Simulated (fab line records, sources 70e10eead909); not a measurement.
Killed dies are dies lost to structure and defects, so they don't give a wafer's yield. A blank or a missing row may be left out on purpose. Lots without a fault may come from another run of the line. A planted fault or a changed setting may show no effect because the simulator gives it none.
fab line records | flow nand_harc
record lots=12 wafers=36 last_day=23
route steps=1159 shown A_CHANNEL_HOLE_D1@469 A_CHANNEL_FILL_D1@493
lots that met no fault: from a run of the same line without faults
start_h: hours from the record's first day to the start of the lot's first wafer shown | wait_h: hours since the lot's step before | " the same as in the row above | L1.1+2: a row that stands for several wafers | - no value, or no start given | * or withheld: withheld | < > ~ a bound
route shown NAME@n: a module of which the file shows steps, and the number in the route of the first | usual: mean/standard deviation of fault-free wafers | same: alike in all rows | chamber/n: place in a boat | sites: the reading at each site | _std_site: their standard deviation | _edge_site: outer sites' mean less inner sites' | radius_mm: how far each site lies from the wafer's centre | mask NAME#n: copy n | behind: the tool/chamber that last shaped the wafer | hold: why the lot was held/for how many hours/how that ended | device: the transistor (n, p or np) that didn't switch | end of line: the same wafers' tests at the end of the route | a step without rows: its recipe alone | killed: dies lost to structure and defects at the first sort, not the wafer's yield | map: a wafer's dies, x killed, . not, _ none there
set.NAME: the setting as run; set.NAME@STEP: as run at that earlier step | model.NAME: the simulator's own value behind a step, which no gauge read
steps of the route over a sample of lots; a table a step, a row a wafer
services: from which hour (start_h, from the record's first day; less than 0 if before it) a tool's chamber was out of use, for how many hours, and why
## steps
# step NHARC_A_CHANNEL_HOLE_D1_ETCH_16
# recipe target_depth_a=31000 over_etch_frac=0.3 time_s=806 ion_energy_ev=150 o2_flow_sccm=400 cos_flow_sccm=20 ar_flow_sccm=0 rf_w=500 bias_w=300 chemistry=O2/COS
# usual bias_w=300.0/0.9 drypump_motor_current_A=5.7/0.44 oes_product_au=1.001/0.01 rf_vpp_V=314.5/2 showerhead_plenum_p_Torr=3.15/0.13 throttle_valve_pct=28.330/0.009
# same over_etch_frac=0.3
# columns lot.wafer tool chamber start_h wait_h bias_w drypump_motor_current_A oes_product_au rf_hours_counter_h rf_vpp_V showerhead_plenum_p_Torr throttle_valve_pct
L781.2 rie_diel-02 3 - - 300.2 5.4 0.994 1 316.8 3.25 28.320
L781.3 " 0 " " 300.6 5.2 1.010 1 315.4 3.27 28.317
L781.5 " 3 " " 301.9 5.4 0.996 - 315.7 3.25 28.322
L782.3 rie_diel-03 3 - - 298.8 5.0 0.998 10 312.2 2.98 28.321
L782.4 " 0 " " 300.4 5.9 1.007 10 314.3 3.09 28.321
L782.2 " 1 " " 299.0 5.5 0.980 10 315.6 3.17 28.324
L783.4 rie_diel-02 3 - - 299.4 5.4 1.002 2 316.2 3.25 28.342
L783.6 " 3 " " 300.7 5.4 1.000 - 315.1 3.25 28.330
L783.5 " 0 " " 297.6 5.2 1.017 - 314.7 3.27 28.329
L786.1 rie_diel-06 2 - - 301.4 5.3 1.002 11 310.4 3.00 28.337
L786.3 " 3 " " 301.5 5.4 0.991 9 317.3 3.27 28.326
L786.6 " 2 " " 300.0 5.3 1.006 - 311.5 3.00 28.336
L785.2 rie_diel-02 3 - - 299.7 5.4 0.999 3 314.7 3.24 28.331
L785.3 " 2 " " 300.3 6.0 1.019 3 312.6 2.98 28.328
L785.6 " 0 " " 300.7 5.2 1.024 - 315.7 3.27 28.345
L793.2 rie_diel-02 2 - - 301.6 6.0 1.014 6 311.8 2.98 28.324
L793.1 " 3 " " 300.2 5.4 0.985 6 316.4 3.24 28.324
L793.4 " 1 " " 300.6 6.1 0.998 6 313.2 3.19 28.326
L796.4 rie_diel-02 1 - - 300.9 6.1 0.991 7 315.5 3.19 28.330
L796.3 " 2 " " 298.3 6.0 1.001 7 312.3 2.98 28.337
L796.5 " 1 " " 301.1 6.1 0.985 - 314.2 3.19 28.322
L795.3 rie_diel-06 2 - - 300.8 5.3 0.998 1 312.9 3.00 28.329
L795.2 " 3 " " 299.1 5.4 0.999 1 316.4 3.27 28.333
L795.4 " 0 " " 301.2 5.8 1.013 1 316.6 3.32 28.341
L798.3 rie_diel-02 1 - - 301.2 6.1 1.006 8 314.7 3.19 28.339
L798.4 " 2 " " 299.8 6.0 1.009 8 312.8 2.98 28.323
L798.1 " 0 " " 300.5 5.2 1.012 9 316.8 3.27 28.343
L799.1 rie_diel-02 2 - - 300.0 6.0 1.013 8 312.2 2.98 28.330
L799.2 " 1 " " 299.3 6.1 1.005 9 314.7 3.19 28.326
L799.5 " 3 " " 299.6 5.4 0.991 - 316.2 3.24 28.321
L801.2 rie_diel-03 1 - - 300.7 5.5 1.012 5 315.6 3.16 28.331
L801.4 " 2 " " 299.9 6.4 0.998 5 312.2 2.92 28.344
L801.3 " 3 " " 298.8 5.0 1.011 6 311.4 2.98 28.339
L802.1 rie_diel-02 2 - - 299.2 6.1 1.016 9 311.3 2.98 28.316
L802.2 " 3 " " 300.2 5.4 1.007 10 316.7 3.24 28.333
L802.4 " 2 " " 299.2 6.0 1.016 - 312.7 2.98 28.333
# step NHARC_A_CHANNEL_HOLE_D1_XSEM_31
# recipe landing_energy_ev=35000
# usual bot_cd_nm=74.2/1.5 bow_nm=8.58/0.25 tilt_deg=0.08/0.046
# same landing_energy_ev=35000
# columns lot.wafer tool chamber start_h wait_h bot_cd_nm bow_nm tilt_deg
L781.2 xsem-01 0 179.19 0.1 72.7 8.77 0.13
L781.3 " 0 " " 72.7 8.78 0.13
L781.5 " 0 " " 71.6 8.75 0.13
L782.2 xsem-01 0 197.13 0.1 74.8 8.49 0.06
L782.3 " 0 " " 74.0 8.56 0.06
L782.4 " 0 " " 74.9 8.40 0.06
L783.4 xsem-01 0 201.33 0.1 71.5 8.45 0.03
L783.5 " 0 " " 73.0 8.44 0.03
L783.6 " 0 " " 73.1 8.44 0.03
L786.1 xsem-02 0 210.14 0.1 73.3 8.30 0.02
L786.3 " 0 " " 73.9 8.29 0.02
L786.6 " 0 " " 74.4 8.28 0.02
L785.2 xsem-01 0 210.51 0.1 76.4 8.42 0.06
L785.3 " 0 " " 75.4 8.40 0.05
L785.6 " 0 " " 75.8 8.43 0.06
L793.1 xsem-02 0 261.50 0.1 78.3 8.83 0.05
L793.2 " 0 " " 73.0 8.78 0.05
L793.4 " 0 " " 76.2 8.91 0.06
L796.3 xsem-02 0 271.16 0.1 76.5 8.50 0.04
L796.4 " 0 " " 73.9 8.51 0.04
L796.5 " 0 " " 73.7 8.51 0.04
L795.2 xsem-01 0 272.16 0.1 75.2 8.52 0.07
L795.3 " 0 " " 73.1 8.47 0.07
L795.4 " 0 " " 73.2 8.51 0.07
L798.1 xsem-02 0 281.54 0.1 71.6 8.54 0.06
L798.3 " 0 " " 76.0 8.49 0.06
L798.4 " 0 " " 71.9 8.52 0.06
L799.1 xsem-02 0 287.28 0.1 73.7 8.06 0.05
L799.2 " 0 " " 72.1 8.16 0.06
L799.5 " 0 " " 73.7 8.14 0.06
L801.2 xsem-02 0 299.29 0.1 75.4 8.30 0.10
L801.3 " 0 " " 75.1 8.31 0.10
L801.4 " 0 " " 76.6 8.31 0.10
L802.1 xsem-01 0 299.50 0.1 74.6 9.01 0.13
L802.2 " 0 " " 74.5 8.94 0.13
L802.4 " 0 " " 74.5 9.08 0.13
# step NHARC_A_CHANNEL_FILL_D1_ALD_03
# recipe target_thk_a=60 pulse_time_s=60 ald_cycles=58 temp_c=630 pressure_torr=2 material=SiNx
# usual precursor_pulse_height_rel=1.001/0.02 susceptor_temp_C=630.0/0.33
# columns lot.wafer tool chamber start_h wait_h precursor_pulse_height_rel susceptor_temp_C
L781.2 ald_sin_batch-01 0 - - 1.010 629.9
L781.3 " 0 " " 1.014 630.2
L781.5 " 0 " " 1.028 629.9
L782.2 ald_sin_batch-01 0 - - 0.998 -
L782.3 " 0 " " 1.016 -
L782.4 " 0 " " 1.002 -
L783.4 ald_sin_batch-01 0 - - 0.985 630.1
L783.5 " 0 " " 0.995 630.0
L783.6 " 0 " " 0.996 630.5
L785.2 ald_sin_batch-02 0 - - 1.028 -
L785.3 " 0 " " 1.009 -
L785.6 " 0 " " 0.966 -
L786.1 ald_sin_batch-02 0 - - 0.990 -
L786.3 " 0 " " 0.968 -
L786.6 " 0 " " 0.970 -
L793.1 ald_sin_batch-02 0 - - 1.001 630.1
L793.2 " 0 " " 0.992 630.1
L793.4 " 0 " " 1.023 629.9
L795.2 ald_sin_batch-02 0 - - 0.984 630.3
L795.3 " 0 " " 0.991 630.1
L795.4 " 0 " " 0.998 630.3
L796.3 ald_sin_batch-02 0 - - 0.979 629.8
L796.4 " 0 " " 0.960 630.4
L796.5 " 0 " " 1.020 629.8
L798.1 ald_sin_batch-03 0 - - 1.031 -
L798.3 " 0 " " 0.996 -
L798.4 " 0 " " 0.967 -
L799.1 ald_sin_batch-01 0 - - 0.990 629.7
L799.2 " 0 " " 1.035 629.0
L799.5 " 0 " " 1.005 629.5
L801.2 ald_sin_batch-01 0 - - 1.023 -
L801.3 " 0 " " 0.984 -
L801.4 " 0 " " 1.032 -
L802.1 ald_sin_batch-01 0 - - 1.000 -
L802.2 " 0 " " 0.964 -
L802.4 " 0 " " 0.975 -
# step NHARC_A_CHANNEL_FILL_D1_ALD_25
# recipe target_thk_a=600 pulse_time_s=10 ald_cycles=600 temp_c=300 material=SiOx
# usual heater_power_w=481/41 precursor_pulse_height_rel=1.000/0.018 susceptor_temp_C=299.98/0.18
# columns lot.wafer tool chamber start_h wait_h heater_power_w precursor_pulse_height_rel susceptor_temp_C
L781.3 ald_hk-01 2 216.33 0.7 468 0.982 300.04
L781.2 " 3 " " 457 1.015 299.83
L781.5 " 2 218.78 3.1 490 1.025 300.10
L783.4 ald_hk-03 3 236.37 1.3 478 1.019 299.73
L783.5 " 1 237.59 2.5 443 1.011 299.97
L783.6 " 2 " " 477 0.964 299.81
L782.3 ald_hk-01 1 238.34 3.2 414 1.010 300.10
L782.4 " 2 " " 486 0.992 300.01
L782.2 " 3 " " 464 0.993 300.09
L786.3 ald_hk-02 0 246.73 0.0 557 1.005 299.85
L786.1 " 2 249.19 2.5 450 1.040 300.36
L786.6 " 0 251.66 5.0 564 0.999 299.72
L785.2 ald_hk-01 2 246.73 0.1 489 0.999 299.83
L785.3 " 0 247.95 1.3 444 1.004 299.84
L785.6 " 3 249.77 3.1 451 1.023 300.07
L793.2 ald_hk-01 1 297.66 0.1 398 1.017 295.30
L793.1 " 2 " " 458 1.021 295.15
L793.4 " 0 299.50 1.9 432 0.998 295.16
L796.3 ald_hk-02 1 307.23 0.1 511 0.979 299.42
L796.4 " 2 " " 462 1.036 299.90
L796.5 " 2 310.29 3.2 449 1.004 300.08
L795.3 ald_hk-01 3 307.23 0.1 448 1.014 295.49
L795.4 " 1 308.48 1.3 406 1.023 295.62
L795.2 " 2 " " 452 1.019 295.62
L798.4 ald_hk-03 0 321.90 0.0 547 0.991 299.78
L798.3 " 1 " " 452 0.980 300.04
L798.1 " 3 323.72 1.9 486 1.023 300.47
L799.2 ald_hk-02 3 327.70 1.4 484 1.029 300.01
L799.1 " 0 " " 565 0.998 300.17
L799.5 " 1 " " 525 0.987 299.84
L801.3 ald_hk-03 2 336.66 0.0 485 1.021 300.03
L801.4 " 3 " " 490 0.966 299.78
L801.2 " 0 " " 515 0.986 300.41
L802.1 ald_hk-02 3 336.66 0.1 477 1.000 299.70
L802.4 " 0 " " 580 1.017 299.90
L802.2 " 1 " " 513 0.989 299.85
## services
# columns tool chamber start_h hours kind
rie_diel-02 - 150.70 9.0 pm
rie_diel-02 0 150.70 9.0 vent_cycle
rie_diel-02 1 150.70 9.0 vent_cycle
rie_diel-02 2 150.70 9.0 vent_cycle
rie_diel-02 3 150.70 9.0 vent_cycle
rie_diel-02 0 159.70 - clean
rie_diel-02 1 159.70 - clean
rie_diel-02 2 159.70 - clean
rie_diel-02 3 159.70 - clean
rie_diel-02 1 178.30 9.9 repair
rie_diel-02 0 184.20 - clean
rie_diel-02 2 184.20 - clean
ald_hk-03 - 209.25 1.4 repair
rie_diel-03 - 215.33 9.0 pm
ald_hk-01 - 228.34 10.0 pm
ald_sin_batch-03 - 240.17 1.9 repair
rie_diel-06 - 241.22 9.0 pm
ald_hk-03 - 289.84 0.9 repair
rie_diel-02 0 291.11 15.9 repair
xsem-02 - 302.00 14.0 pm
rie_diel-06 0 303.07 5.0 repair
ald_sin_batch-03 - 314.00 26.0 pm
rie_diel-02 - 327.70 9.0 pm
ald_sin_batch-02 - 329.36 87.6 repair
## key
first_sign step=NHARC_A_CHANNEL_FILL_D1_ALD_25 reading=susceptor_temp_C direction=down sigmas=25 usual=* struck=*
effect none on later readings
met_at NHARC_A_CHANNEL_FILL_D1_ALD_25
struck_lots L793,L795
tester_left_out L793,L795
not_acting_at NHARC_A_CHANNEL_HOLE_D1_ETCH_16,NHARC_A_CHANNEL_HOLE_D1_XSEM_31,NHARC_A_CHANNEL_FILL_D1_ALD_03
onset_between 246.73 297.66
fault kind=process_parameter_drift tool=ald_hk-01 chamber=- onset_h=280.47 steps=NHARC_A_CHANNEL_FILL_D1_ALD_25 channel=temp_c offset=* shape=step end_h=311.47 acts_in=* stated=*
# tester_left_out: of these lots the tester's yield and bins aren't shown, on N5 and GAA mostly nor the transistor test; their killed dies are dies lost to structure and defects alone, not to doping, threshold or leakage, so they don't give the yield
